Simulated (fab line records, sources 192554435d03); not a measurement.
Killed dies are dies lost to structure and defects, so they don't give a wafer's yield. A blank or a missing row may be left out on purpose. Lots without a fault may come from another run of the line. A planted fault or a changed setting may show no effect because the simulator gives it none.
Chamber matching | flow n5_finfet | N5_MOL_CONTACT_COAG_ETCH_90 on rie_diel-04: 4 sister chambers
The step etches SiARC in CF4, target depth 13 nm, time 21.7 s. 14 wafers are shown with their chamber, then 7 later ones without.

WAFERS WITH THEIR CHAMBER
wafer  | chamber | drypump_motor_current_A (A) | showerhead_plenum_p_Torr (Torr) | throttle_valve_pct (%)
L075.3 | 3       | 5.6                         | 2.15                            | 15.97
L075.5 | 1       | 5.4                         | 2.17                            | 15.51
L075.6 | 2       | 6.4                         | 2.05                            | 15.54
L076.2 | 1       | 5.4                         | 2.17                            | 15.50
L076.5 | 1       | 5.4                         | 2.17                            | 15.51
L076.6 | 0       | 6.1                         | 2.09                            | 15.58
L079.3 | 2       | 6.4                         | 2.05                            | 15.58
L079.5 | 0       | 6.1                         | 2.09                            | 15.59
L079.6 | 3       | 5.7                         | 2.15                            | 15.94
L087.2 | 1       | 5.4                         | 2.16                            | 15.56
L087.3 | 0       | 6.2                         | 2.08                            | 15.62
L087.6 | 2       | 6.4                         | 2.04                            | 15.60
L088.1 | 1       | 5.4                         | 2.16                            | 15.54
L088.2 | 0       | 6.1                         | 2.08                            | 15.61

SIGNATURES (means of the wafers above)
reading                  | chamber 0 | chamber 1 | chamber 2 | chamber 3 | scatter within a chamber
drypump_motor_current_A  | 6.125     | 5.400     | 6.400     | 5.650     | 0.0354
showerhead_plenum_p_Torr | 2.0850    | 2.1660    | 2.0467    | 2.1500    | 0.00535
throttle_valve_pct       | 15.6000   | 15.5240   | 15.5733   | 15.9550   | 0.0242
Rule: a wafer's distance from a chamber is the root of the sum, over the readings, of the square of ((its reading less the chamber's mean) divided by the reading's scatter). The wafer belongs to the nearest chamber; if the next one is less than 2 further off, it can't be placed. The scatter: the root of (the sum of the squares of (reading less its chamber's mean) over the shown wafers, divided by (wafers less chambers)).

WAFERS WITHOUT THEIR CHAMBER
wafer  | drypump_motor_current_A (A) | showerhead_plenum_p_Torr (Torr) | throttle_valve_pct (%)
L088.4 | 6.4                         | 2.04                            | 15.61
L094.2 | 6.4                         | 2.04                            | 15.63
L094.3 | 6.1                         | 2.08                            | 15.65
L094.5 | 5.4                         | 2.16                            | 15.59
L096.2 | 6.1                         | 2.08                            | 15.65
L096.3 | 5.4                         | 2.15                            | 15.59
L096.4 | 5.6                         | 2.14                            | 16.02

WHICH CHAMBER EACH WENT THROUGH
wafer  | from the rows above | in truth
L088.4 | 2                   | 2
L094.2 | 2                   | 2
L094.3 | 0                   | 0
L094.5 | 1                   | 1
L096.2 | 0                   | 0
L096.3 | 1                   | 1
L096.4 | 3                   | 3
Placed correctly: 7 of 7. Can't be placed from these rows: 0. Placed wrongly: 0.
